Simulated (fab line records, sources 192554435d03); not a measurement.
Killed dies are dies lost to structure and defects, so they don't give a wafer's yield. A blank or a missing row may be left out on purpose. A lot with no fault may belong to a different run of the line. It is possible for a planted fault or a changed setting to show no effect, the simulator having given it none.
fab line records ; flow n5-finfet
[record] lots = 6; wafers = 18; last-day = 17
route steps=1938 shown BEOL_M1@758 BEOL_M4@1111 PASSIVATION@1936
lots with no fault: from the same line, run without faults
start-h: the number of hours between the record's first day and the start of the first shown wafer of the lot ; wait-h: how many hours have passed since the lot's step before this one ; " as in the row above ; L1.1+2: a single row standing in for several wafers ; - no value, or no start was given ; * or withheld: withheld ; < > ~ a bound
route shown NAME@n: a module of which the file shows steps, and the number in the route of the first ; usual: the fault-free wafers' mean and standard deviation ; same: alike in all rows ; chamber/n: place in a boat ; sites: per-site readings ; _std_site: standard deviation of those values ; _edge_site: mean of outer sites minus mean of inner sites ; radius-mm: for every site, how far away it sits from the centre of the wafer ; mask NAME#n: copy n ; behind: the most recent tool/chamber to have shaped the wafer ; hold: why the lot was held/for how many hours/how that ended ; device: which transistor (n, p or np) failed to switch ; end of line: tests run on the same wafers once the route is complete ; a step with no rows: only its recipe ; killed: count of dies lost to structure and defects at first sort (not the wafer's yield) ; map: a wafer's dies, marking killed ones x, the rest . and places with no die _
set.NAME: setting as actually run; set.NAME@STEP: the setting as run at that earlier step ; model.NAME: the simulator's own value behind a step, which no gauge read
certain route steps with their lots: each step a table, each wafer a row
services: when a tool's chamber went out of use (start-h, in hours from the record's first day, below 0 if earlier), for how many hours, and the reason
[[steps]]
[step N5_BEOL_M1_COAT_05]
[recipe] resist = CAR-EUV; spin-rpm = 1500; resist-thk-nm = 30
[step N5_BEOL_M1_EBR_07]
[recipe] solvent = PGMEA; ebr-width-mm = 1.5
[step N5_BEOL_M1_SOFTBAKE_06]
[recipe] temp-c = 110; time-s = 60; resist = CAR-EUV
[step N5_BEOL_M1_EXPOSE_08]
[recipe] mask-id = M1; na = 0.33; source-shape = dipole; sigma-inner = 0.369; sigma-outer = 0.767; polarization = unpolarized; dose-mj = 33
[step N5_BEOL_M1_PEB_09]
[recipe] peb-temp-c = 100; peb-time-s = 60; resist = CAR-EUV
[step N5_BEOL_M1_DEVELOP_10]
[recipe] develop-time-s = 30; developer = TMAH; resist = CAR-EUV; rinse-liquid = surfactant-rinse; dry = air-spin; dev-temp-c = 23
[step N5_BEOL_M1_CD_MEAS_11]
[recipe] target-cd-nm = 17.05; landing-energy-ev = 500; detector = se-inlens; polarity = opening
[usual] cd-nm = 17.13/0.22
lot.wafer;tool;chamber;start-h;wait-h;cd-nm
L949.1;cd-sem-02;0;130.40;-;17.35
L949.2;cd-sem-02;0;130.40;-;17.50
L949.5;cd-sem-02;0;130.40;-;17.11
L950.3;cd-sem-03;0;134.24;-;17.31
L950.4;cd-sem-03;0;134.24;-;16.65
L950.5;cd-sem-03;0;134.24;-;16.79
L953.2;cd-sem-02;0;159.87;-;17.16
L953.4;cd-sem-02;0;159.87;-;17.53
L953.5;cd-sem-02;0;159.87;-;17.31
L955.2;cd-sem-01;0;161.73;-;17.51
L955.3;cd-sem-01;0;161.73;-;17.30
L955.5;cd-sem-01;0;161.73;-;16.74
L959.1;cd-sem-01;0;190.80;-;16.99
L959.2;cd-sem-01;0;190.80;-;16.88
L959.6;cd-sem-01;0;190.80;-;16.92
L965.1;cd-sem-02;0;221.57;-;16.88
L965.2;cd-sem-02;0;221.57;-;17.32
L965.3;cd-sem-02;0;221.57;-;16.88
[step N5_BEOL_M1_OVL_MEAS_12]
[recipe] points-per-wafer = 522
[usual] M1_OVL = 0.1/0.63
lot.wafer;tool;chamber;start-h;wait-h;M1_OVL[nm]
L949.1;overlay-02;0;130.43;0.0;-0.4
L949.2;overlay-02;0;130.43;0.0;0.6
L949.5;overlay-02;0;130.43;0.0;0.1
L950.3;overlay-01;0;134.28;0.0;0.6
L950.4;overlay-01;0;134.28;0.0;0.7
L950.5;overlay-01;0;134.28;0.0;-0.3
L953.2;overlay-02;0;159.91;0.0;1.2
L953.4;overlay-02;0;159.91;0.0;0.1
L953.5;overlay-02;0;159.91;0.0;1.3
L955.2;overlay-02;0;161.77;0.0;0.0
L955.3;overlay-02;0;161.77;0.0;-0.2
L955.5;overlay-02;0;161.77;0.0;0.2
L959.1;overlay-01;0;190.83;0.0;0.0
L959.2;overlay-01;0;190.83;0.0;1.3
L959.6;overlay-01;0;190.83;0.0;0.2
L965.1;overlay-02;0;221.60;0.0;-0.5
L965.2;overlay-02;0;221.60;0.0;0.1
L965.3;overlay-02;0;221.60;0.0;0.3
[step N5_BEOL_M1_INSPECT_13]
[recipe] mode = adi; inspect-instrument = brightfield
[usual] raw-defect-count = 371/79
lot.wafer;tool;chamber;start-h;wait-h;raw-defect-count
L949.1;defect-inspect-02;-;130.49;0.1;369
L949.2;defect-inspect-02;-;130.49;0.1;235
L949.5;defect-inspect-02;-;130.49;0.1;302
L950.3;defect-inspect-02;-;134.33;0.0;348
L950.4;defect-inspect-02;-;134.33;0.0;361
L950.5;defect-inspect-02;-;134.33;0.0;426
L953.2;defect-inspect-01;-;159.96;0.0;361
L953.4;defect-inspect-01;-;159.96;0.0;424
L953.5;defect-inspect-01;-;159.96;0.0;400
L955.2;defect-inspect-02;-;161.82;0.0;350
L955.3;defect-inspect-02;-;161.82;0.0;368
L955.5;defect-inspect-02;-;161.82;0.0;280
L959.1;defect-inspect-01;-;190.88;0.1;593
L959.2;defect-inspect-01;-;190.88;0.1;432
L959.6;defect-inspect-01;-;190.88;0.1;483
L965.1;defect-inspect-01;-;221.66;0.1;357
L965.2;defect-inspect-01;-;221.66;0.1;377
L965.3;defect-inspect-01;-;221.66;0.1;391
[step N5_BEOL_M1_DESCUM_16]
[recipe] chemistry = O2; time-s = 7; source-power-w = 50; bias-power-w = 20; pressure-mtorr = 20; rf-frequency-hz = 2.712e+07; temp-c = 40; resist = CAR-EUV; o2-flow-sccm = 225
[usual] drypump-motor-current-A = 5.73/0.28; oes-product-au = 0.80/0.084; rf-vpp-V = 242.7/1.3; showerhead-plenum-p-Torr = 2.06/0.071; throttle-valve-pct = 20.44/0.17
[same] time-s = 7
lot.wafer;tool;chamber;start-h;wait-h;drypump-motor-current-A;oes-product-au;rf-hours-counter-h;rf-vpp-V;showerhead-plenum-p-Torr;throttle-valve-pct
L949.1;rie-diel-06;3;130.71;0.2;5.87;0.79;125;241.1;2.00;20.27
L949.2;rie-diel-06;1;130.71;0.2;5.63;0.76;152;242.0;2.03;20.52
L949.5;rie-diel-06;1;130.71;0.2;5.66;0.76;-;242.2;2.03;20.52
L950.3;rie-diel-03;1;134.36;0.0;5.98;0.78;125;243.5;2.08;20.25
L950.4;rie-diel-03;3;134.36;0.0;5.70;0.77;-;241.3;2.00;20.57
L950.5;rie-diel-03;1;134.36;0.0;5.97;0.77;-;244.3;2.08;20.25
L953.2;rie-diel-03;0;160.06;0.1;6.41;0.95;3;242.6;2.07;20.39
L953.4;rie-diel-03;2;160.06;0.1;6.03;0.70;-;240.0;1.99;20.39
L953.5;rie-diel-03;0;160.06;0.1;6.40;0.96;-;242.7;2.07;20.38
L955.2;rie-diel-03;3;161.86;0.0;5.68;0.77;166;241.1;1.99;20.58
L955.3;rie-diel-03;1;161.86;0.0;5.95;0.76;134;244.4;2.08;20.27
L955.5;rie-diel-03;1;161.86;0.0;5.97;0.76;-;243.3;2.08;20.26
L959.1;rie-diel-05;0;190.92;0.0;5.50;0.98;16;244.1;2.11;20.48
L959.2;rie-diel-05;3;190.92;0.0;5.97;0.82;70;242.7;2.13;20.64
L959.6;rie-diel-05;2;190.92;0.0;5.33;0.72;-;242.7;2.05;20.30
L965.1;rie-diel-06;0;221.70;0.0;5.59;0.85;49;242.3;2.04;20.24
L965.2;rie-diel-06;3;221.70;0.0;5.85;0.77;146;241.4;1.99;20.30
L965.3;rie-diel-06;2;221.70;0.0;5.34;0.96;2;244.6;2.26;20.46
[step N5_BEOL_M1_ETCH_74]
[recipe] chemistry = N2/H2; target = underlayer; target-depth-a = 65; mask-material = CAR-EUV; time-s = 5.2; ion-energy-ev = 200; pressure-mtorr = 30; source-w = 840; bias-w = 150; n2-flow-sccm = 200; h2-flow-sccm = 200; ends = cleared
[usual] bias-w = 150.0/0.47; drypump-motor-current-A = 5.73/0.28; etch-rf-on-time-s = 5.18/0.2; h2-flow-sccm = 200.0/0.6; oes-product-au = 0.68/0.073; rf-fwd-power-W = 820.0/2.7; rf-vpp-V = 522.7/2.7; showerhead-plenum-p-Torr = 2.51/0.09; throttle-valve-pct = 17.89/0.22
lot.wafer;tool;chamber;start-h;wait-h;bias-w;drypump-motor-current-A;etch-rf-on-time-s;h2-flow-sccm;oes-product-au;rf-fwd-power-W;rf-hours-counter-h;rf-vpp-V;showerhead-plenum-p-Torr;throttle-valve-pct
L949.1;rie-diel-06;3;130.75;0.0;150.5;5.84;4.87;200.1;0.68;819.6;125;519.7;2.43;17.66
L949.2;rie-diel-06;1;130.75;0.0;150.2;5.66;5.18;200.3;0.66;816.2;152;521.2;2.45;17.95
L949.5;rie-diel-06;1;130.75;0.0;150.5;5.61;5.18;201.5;0.65;824.3;-;520.6;2.45;17.95
L950.3;rie-diel-03;1;134.40;0.0;150.4;6.00;5.02;199.9;0.69;822.0;125;525.5;2.57;17.95
L950.4;rie-diel-03;3;134.40;0.0;150.7;5.71;5.37;201.1;0.65;820.3;-;521.8;2.45;18.10
L950.5;rie-diel-03;1;134.40;0.0;149.7;5.96;5.02;199.7;0.67;824.0;-;524.2;2.57;17.95
L953.2;rie-diel-03;0;160.10;0.0;149.5;6.43;5.32;200.6;0.82;821.2;3;523.9;2.48;17.59
L953.4;rie-diel-03;2;160.10;0.0;150.0;6.08;5.10;200.4;0.60;813.4;-;521.7;2.42;17.79
L953.5;rie-diel-03;0;160.10;0.0;149.5;6.41;5.23;200.6;0.82;817.3;-;523.7;2.48;17.57
L955.2;rie-diel-03;3;161.89;0.0;149.7;5.72;5.33;199.9;0.64;813.4;166;519.2;2.44;18.13
L955.3;rie-diel-03;1;161.89;0.0;149.6;5.98;5.13;200.0;0.67;821.8;134;526.3;2.56;17.98
L955.5;rie-diel-03;1;161.89;0.0;149.6;6.00;5.03;200.1;0.68;823.0;-;523.8;2.56;17.97
L959.1;rie-diel-05;0;190.95;0.0;150.6;5.52;5.10;198.5;0.81;820.3;16;524.5;2.62;18.12
L959.2;rie-diel-05;3;190.95;0.0;150.1;5.96;5.43;199.7;0.69;817.3;70;524.8;2.60;18.18
L959.6;rie-diel-05;2;190.95;0.0;150.4;5.32;5.70;199.8;0.59;820.5;-;523.0;2.49;17.69
L965.1;rie-diel-06;0;221.73;0.0;150.2;5.56;5.33;199.0;0.72;824.4;49;521.4;2.48;17.71
L965.2;rie-diel-06;3;221.73;0.0;150.0;5.87;4.95;200.3;0.67;818.4;146;519.2;2.42;17.69
L965.3;rie-diel-06;2;221.73;0.0;150.7;5.32;4.98;199.7;0.84;816.4;2;529.6;2.75;17.89
[step N5_BEOL_M1_ETCH_63]
[recipe] chemistry = CF4; target = SiARC; target-depth-a = 156; mask-material = CAR-EUV; time-s = 26; ion-energy-ev = 80; pressure-mtorr = 40; source-w = 545; bias-w = 36; Ar_flow_sccm = 100; cf4-flow-sccm = 100; ends = cleared
[usual] bias-w = 36.01/0.12; drypump-motor-current-A = 5.73/0.28; etch-rf-on-time-s = 25.8/0.99; oes-product-au = 0.69/0.072; rf-fwd-power-W = 531.7/1.6; rf-vpp-V = 183.8/1.2; showerhead-plenum-p-Torr = 2.11/0.071; throttle-valve-pct = 15.63/0.21
lot.wafer;tool;chamber;start-h;wait-h;bias-w;drypump-motor-current-A;etch-rf-on-time-s;oes-product-au;rf-fwd-power-W;rf-hours-counter-h;rf-vpp-V;showerhead-plenum-p-Torr;throttle-valve-pct
L949.1;rie-diel-06;3;130.76;0.0;36.01;5.89;24.5;0.68;529.5;125;185.2;2.06;15.49
L949.2;rie-diel-06;1;130.76;0.0;36.02;5.63;25.6;0.66;532.5;152;182.9;2.06;15.61
L949.5;rie-diel-06;1;130.76;0.0;36.05;5.63;25.3;0.67;531.5;-;183.1;2.06;15.59
L950.3;rie-diel-03;1;134.42;0.0;36.17;5.96;24.6;0.69;528.8;125;185.6;2.16;15.67
L950.4;rie-diel-03;3;134.42;0.0;35.85;5.69;26.4;0.65;532.1;-;185.2;2.07;15.86
L950.5;rie-diel-03;1;134.42;0.0;36.00;5.99;24.9;0.69;532.4;-;184.8;2.16;15.68
L953.2;rie-diel-03;0;160.12;0.0;36.10;6.41;26.4;0.82;530.9;3;183.9;2.09;15.32
L953.4;rie-diel-03;2;160.12;0.0;36.06;6.07;25.4;0.61;530.5;-;182.0;2.05;15.64
L953.5;rie-diel-03;0;160.12;0.0;36.03;6.41;26.6;0.81;532.5;-;183.5;2.09;15.32
L955.2;rie-diel-03;3;161.91;0.0;35.93;5.70;26.5;0.65;531.6;166;184.7;2.06;15.89
L955.3;rie-diel-03;1;161.91;0.0;35.96;5.98;24.6;0.68;530.8;134;183.7;2.16;15.69
L955.5;rie-diel-03;1;161.91;0.0;35.88;5.94;25.0;0.67;533.4;-;184.4;2.16;15.66
L959.1;rie-diel-05;0;190.97;0.0;35.76;5.53;24.9;0.82;531.1;16;184.5;2.19;15.78
L959.2;rie-diel-05;3;190.97;0.0;35.80;5.99;27.1;0.70;534.1;70;184.6;2.19;15.80
L959.6;rie-diel-05;2;190.97;0.0;36.26;5.34;27.8;0.59;531.5;-;183.7;2.15;15.82
L965.1;rie-diel-06;0;221.75;0.0;35.89;5.55;26.5;0.73;532.7;49;183.0;2.09;15.30
L965.2;rie-diel-06;3;221.75;0.0;35.99;5.87;25.0;0.66;529.6;146;182.7;2.05;15.55
L965.3;rie-diel-06;2;221.75;0.0;36.03;5.35;25.0;0.86;530.2;2;185.2;2.30;15.48
[step N5_BEOL_M1_ETCH_64]
[recipe] chemistry = N2/H2; target = SOC; target-depth-a = 750; overetch-a = 150; mask-material = SiARC; temp-c = 40; time-s = 112.5; ion-energy-ev = 200; pressure-mtorr = 30; source-w = 840; bias-w = 150; n2-flow-sccm = 200; h2-flow-sccm = 200
[usual] bias-w = 150.0/0.44; drypump-motor-current-A = 5.74/0.28; h2-flow-sccm = 200.0/0.66; oes-product-au = 0.63/0.066; rf-fwd-power-W = 836.7/2.4; rf-vpp-V = 522.7/2.5; showerhead-plenum-p-Torr = 2.51/0.09; throttle-valve-pct = 17.85/0.22
[same] time-s = 112.5
lot.wafer;tool;chamber;start-h;wait-h;bias-w;drypump-motor-current-A;h2-flow-sccm;oes-product-au;rf-fwd-power-W;rf-hours-counter-h;rf-vpp-V;showerhead-plenum-p-Torr;throttle-valve-pct;model.SiARC_of_BEOL_M1_COAT_62.thk-nm;model.BEOL_M1.cd-offset-nm
L949.1;rie-diel-06;3;130.79;0.0;150.2;5.87;200.7;0.61;838.0;125;519.7;2.43;17.64;6.4;0.6
L949.2;rie-diel-06;1;130.79;0.0;150.2;5.63;199.7;0.61;837.0;152;521.1;2.45;17.92;6.8;0.2
L949.5;rie-diel-06;1;130.79;0.0;149.6;5.63;200.1;0.60;837.0;-;519.6;2.45;17.92;7;0
L950.3;rie-diel-03;1;134.44;0.0;150.1;6.03;200.6;0.62;836.1;125;524.4;2.57;17.91;6.6;0.4
L950.4;rie-diel-03;3;134.44;0.0;149.6;5.71;200.3;0.62;838.2;-;519.6;2.45;18.07;6.8;-0.6
L950.5;rie-diel-03;1;134.44;0.0;150.6;6.02;200.0;0.62;836.1;-;525.4;2.57;17.92;6.6;0.2
L953.2;rie-diel-03;0;160.14;0.0;150.2;6.40;199.9;0.77;1038.6;3;484.6;2.48;17.55;6;0.6
L953.4;rie-diel-03;2;160.14;0.0;149.8;6.08;199.5;0.55;1038.5;-;483.5;2.42;17.74;6.2;0.4
L953.5;rie-diel-03;0;160.14;0.0;149.9;6.42;199.3;0.76;1040.9;-;485.2;2.48;17.55;6.2;0.8
L955.2;rie-diel-03;3;161.94;0.0;150.7;5.70;199.8;0.61;1037.3;166;484.8;2.44;18.09;6.2;0.6
L955.3;rie-diel-03;1;161.94;0.0;149.3;5.98;199.3;0.62;1037.5;134;485.8;2.56;17.91;6;1
L955.5;rie-diel-03;1;161.94;0.0;149.4;5.96;199.5;0.61;1033.7;-;488.1;2.56;17.91;6;1
L959.1;rie-diel-05;0;191.00;0.0;150.1;5.51;199.8;0.75;840.6;16;525.3;2.62;18.08;6.6;0.2
L959.2;rie-diel-05;3;191.00;0.0;149.4;5.96;200.5;0.66;836.6;70;524.7;2.60;18.14;7;0
L959.6;rie-diel-05;2;191.00;0.0;150.4;5.33;200.3;0.57;842.5;-;523.0;2.49;17.64;7.2;0
L965.1;rie-diel-06;0;221.78;0.0;150.3;5.56;198.9;0.70;837.7;49;521.8;2.48;17.65;6.8;0.2
L965.2;rie-diel-06;3;221.78;0.0;149.2;5.84;200.8;0.61;837.3;146;522.6;2.42;17.68;6.4;-0.2
L965.3;rie-diel-06;2;221.78;0.0;150.1;5.34;200.1;0.77;836.7;2;528.6;2.75;17.84;6.4;0
[step N5_BEOL_M1_STRIP_65]
[recipe] chemistry = N2/H2; temp-c = 40; n2-flow-sccm = 200; h2-flow-sccm = 200; rf-frequency-hz = 6e+07
[step N5_BEOL_M4_RC_MEAS_101]
[usual] DIBL_N = 35.8/2.2; DIBL_P = 35.3/2.7; IOFF_N = 0.16/0.043; IOFF_P = 0.21/0.043; ION_N = 676/15; ION_P = 463/9.1; SS_N = 71.4/0.77; SS_P = 73.0/0.79; VT_N = 250/4; VT_P = -249.8/2.8
lot.wafer;tool;chamber;start-h;wait-h;DIBL_N[mV/V];DIBL_P[mV/V];IOFF_N[nA/um];IOFF_P[nA/um];ION_N[uA/um];ION_P[uA/um];SS_N[mV/dec];SS_P[mV/dec];VT_N[mV];VT_P[mV]
L949.1;prober-01;0;185.26;0.0;38.2;37.3;0.18;0.24;686;467;72.0;74.1;249;-246.5
L949.2;prober-01;0;185.26;0.0;36.4;36.2;0.15;0.21;674;462;71.7;72.6;250;-250.4
L949.5;prober-01;0;185.26;0.0;36.9;36.2;0.16;0.21;684;458;71.3;73.3;248;-247.3
L950.3;prober-02;0;193.80;0.3;35.3;36.3;0.16;0.21;687;464;72.0;73.4;249;-248.4
L950.4;prober-02;0;193.80;0.3;34.3;35.7;0.14;0.21;685;476;70.9;72.9;251;-246.8
L950.5;prober-02;0;193.80;0.3;32.9;33.3;0.12;0.17;666;463;71.3;72.2;251;-248.3
L955.2;prober-02;0;213.54;0.2;33.7;33.0;0.13;0.18;679;467;70.7;72.2;250;-250.2
L955.3;prober-02;0;213.54;0.2;33.9;32.5;0.12;0.17;653;454;71.2;72.7;256;-252.3
L955.5;prober-02;0;213.54;0.2;32.4;31.8;0.11;0.16;673;463;70.3;72.3;252;-252.0
L953.2;prober-02;0;216.40;0.2;37.2;35.4;0.16;0.23;689;472;71.5;73.1;251;-246.9
L953.4;prober-02;0;216.40;0.2;41.9;39.8;0.30;0.32;684;458;74.6;75.0;242;-244.9
L953.5;prober-02;0;216.40;0.2;35.4;33.7;0.14;0.20;683;469;71.1;72.2;251;-247.5
L959.1;prober-01;0;250.79;0.0;39.4;41.4;0.21;0.33;675;465;72.3;73.7;245;-242.3
L959.2;prober-01;0;250.79;0.0;37.3;37.5;0.19;0.25;693;476;71.3;73.2;247;-245.9
L959.6;prober-01;0;250.79;0.0;33.9;34.9;0.12;0.20;677;474;70.5;71.8;253;-248.9
L965.1;prober-02;0;284.81;0.0;41.8;40.8;0.27;0.31;703;483;72.8;74.1;242;-244.3
L965.2;prober-02;0;284.81;0.0;32.8;30.6;0.09;0.14;654;451;71.2;71.0;261;-254.0
L965.3;prober-02;0;284.81;0.0;33.3;32.2;0.09;0.16;625;440;71.4;72.7;261;-253.7
[step N5_PASSIVATION_PROBE_49]
[usual] defect-limited-yield = 91.1/1.4; killed_at_M0_to_M3 = 34/11; killed_at_M4_up = 14/5.6; killed-at-contacts = 13/5.9; killed-at-front-end = 40/11; killed-at-other = 4/3.1; killed-dies = 105/16; killed-open = 68/11; killed-short = 34/8.4; sort_bin_4_leakage = 0.01/0.11; sort_bin_5_function = 5.2/0.86; sort_bin_6_memory = 3.2/0.7; sort_bin_8_speed = 0.1/1.1; sort-n-pass = 1074/21; sort-yield-pct = 91.0/1.8
[same] gross-dies = 1180; killed-at-back-side = 0
lot.wafer;tool;chamber;start-h;wait-h;defect-limited-yield[%];killed_at_M0_to_M3;killed_at_M4_up;killed-at-contacts;killed-at-front-end;killed-at-other;killed-dies;killed-open;killed-short;sort_bin_4_leakage[%];sort_bin_5_function[%];sort_bin_6_memory[%];sort_bin_8_speed[%];sort-n-pass;sort-yield-pct[%]
L950.3;prober-02;-;295.48;0.1;90.3;39;7;10;55;4;115;67;41;0;4.5;4.1;0;1065;90.3
L950.4;prober-02;-;295.53;0.2;90.2;30;21;11;44;10;116;82;34;0;5.3;4.5;0;1064;90.2
L950.5;prober-02;-;295.58;0.2;90.3;31;13;18;50;3;115;69;46;0;5.3;4.2;0;1065;90.3
L955.3;prober-02;-;320.27;0.1;89.9;38;16;20;43;2;119;86;19;0;4.0;4.9;0;1061;89.9
L953.2;prober-01;-;325.17;0.1;90.7;25;6;15;63;1;110;76;33;0;5.1;3.6;0;1070;90.7
L953.5;prober-01;-;325.32;0.2;87.4;38;19;12;79;1;149;88;50;0;6.9;4.2;0;1031;87.4
// killed by level:class
L950.3 FIN_SAQP:geometric-particle:open=12 BEOL_M2:geometric-particle:open=9 GATE_CUT:geometric-particle:short=8 BEOL_M0_SAQP:geometric-particle:short=8 STI_FIN_REVEAL:geometric-particle:open=7 MOL_CONTACT_COAG:geometric-particle:open=7 HKMG_FIN:area-etch=7 FIN_SAQP:geometric-particle:short=6
L950.4 FIN_SAQP:geometric-particle:open=17 MOL_CONTACT_COAG:geometric-particle:open=10 BEOL_M4:geometric-particle:open=9 BEOL_M2:geometric-particle:open=8 FIN_SAQP:geometric-particle:short=7 BEOL_M0_SAQP:geometric-particle:open=7 BEOL_M0_SAQP:geometric-particle:short=5 MIM_TOP_ETCH:geometric-particle:open=4
L950.5 MOL_CONTACT_COAG:geometric-particle:open=14 FIN_SAQP:geometric-particle:open=10 FIN_SAQP:geometric-particle:short=9 BEOL_M2:geometric-particle:open=9 GATE_CUT:geometric-particle:short=7 BEOL_M0_SAQP:geometric-particle:short=7 DUMMY_GATE:geometric-particle:open=6 BEOL_M0_SAQP:geometric-particle:open=5
L955.3 MOL_CONTACT_COAG:geometric-particle:open=19 BEOL_M0_SAQP:geometric-particle:open=14 HKMG_FIN:area-etch=11 STI_FIN_REVEAL:geometric-particle:open=10 BEOL_M0_SAQP:geometric-particle:short=7 BEOL_M4:geometric-particle:open=7 FIN_SAQP:geometric-particle:open=6 BEOL_M2:geometric-particle:open=5
L953.2 FIN_SAQP:geometric-particle:open=19 STI_FIN_REVEAL:geometric-particle:open=13 BEOL_M2:geometric-particle:open=12 FIN_SAQP:geometric-particle:short=10 MOL_CONTACT_COAG:geometric-particle:open=10 BEOL_M3:geometric-particle:open=6 DUMMY_GATE:geometric-particle:open=5 MOL_CONTACT_COAG:geometric-particle:short=4
L953.5 STI_FIN_REVEAL:geometric-particle:open=25 FIN_SAQP:geometric-particle:short=15 BEOL_M2:geometric-particle:open=12 BEOL_M0_SAQP:geometric-particle:open=11 HKMG_FIN:area-etch=10 DUMMY_GATE:geometric-particle:open=7 MOL_CONTACT_COAG:geometric-particle:open=7 FIN_SAQP:geometric-particle:open=6
[[services]]
tool;chamber;start-h;hours;kind
rie-diel-03;0;116.90;-;clean
rie-diel-03;0;116.90;-;consumable-replace:esc
rie-diel-03;0;116.90;-;consumable-replace:focus-ring
rie-diel-03;0;116.90;35.8;scheduled-down
rie-diel-03;0;116.90;35.8;vent-cycle
rie-diel-03;1;154.43;5.8;repair
rie-diel-06;3;165.87;11.5;repair
rie-diel-06;2;182.28;6.3;repair
rie-diel-06;2;188.79;-;clean
rie-diel-06;2;188.79;-;consumable-replace:focus-ring
rie-diel-06;2;188.79;-;consumable-replace:showerhead
rie-diel-06;2;188.79;20.9;scheduled-down
rie-diel-06;2;188.79;20.9;vent-cycle
rie-diel-03;3;204.13;13.8;repair
rie-diel-06;-;216.83;4.3;pm
[[key]]
[first-sign] step = N5_BEOL_M1_ETCH_64; reading = rf-fwd-power-W; direction = up; sigmas = 82; usual = *; struck = *
[effect] step = N5_BEOL_M1_ETCH_64; reading = rf-vpp-V; direction = down; sigmas = 15; usual = 522.7; struck = 485.3
[model-effect] step = N5_BEOL_M1_ETCH_64; value = SiARC_of_BEOL_M1_COAT_62.thk-nm; without = 6.733; struck = 6.1
met-at N5_BEOL_M1_ETCH_64
struck-wafers L953.2,L953.4,L953.5,L955.2,L955.3,L955.5
[baseline-loss] step = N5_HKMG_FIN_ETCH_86; wafers = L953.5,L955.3
onset-between 134.44 160.14
[fault] kind = process-parameter-drift; tool = rie-diel-03; chamber = -; onset-h = 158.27; steps = N5_BEOL_M1_ETCH_64; channel = source-w; offset = 201.6; shape = step; end-h = 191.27; acts-in = these-recipes-only; stated = 840
// baseline-loss: these wafers lose ten dies or more at that step, a loss of the line's own and not of a fault; the sort's usual values leave them out
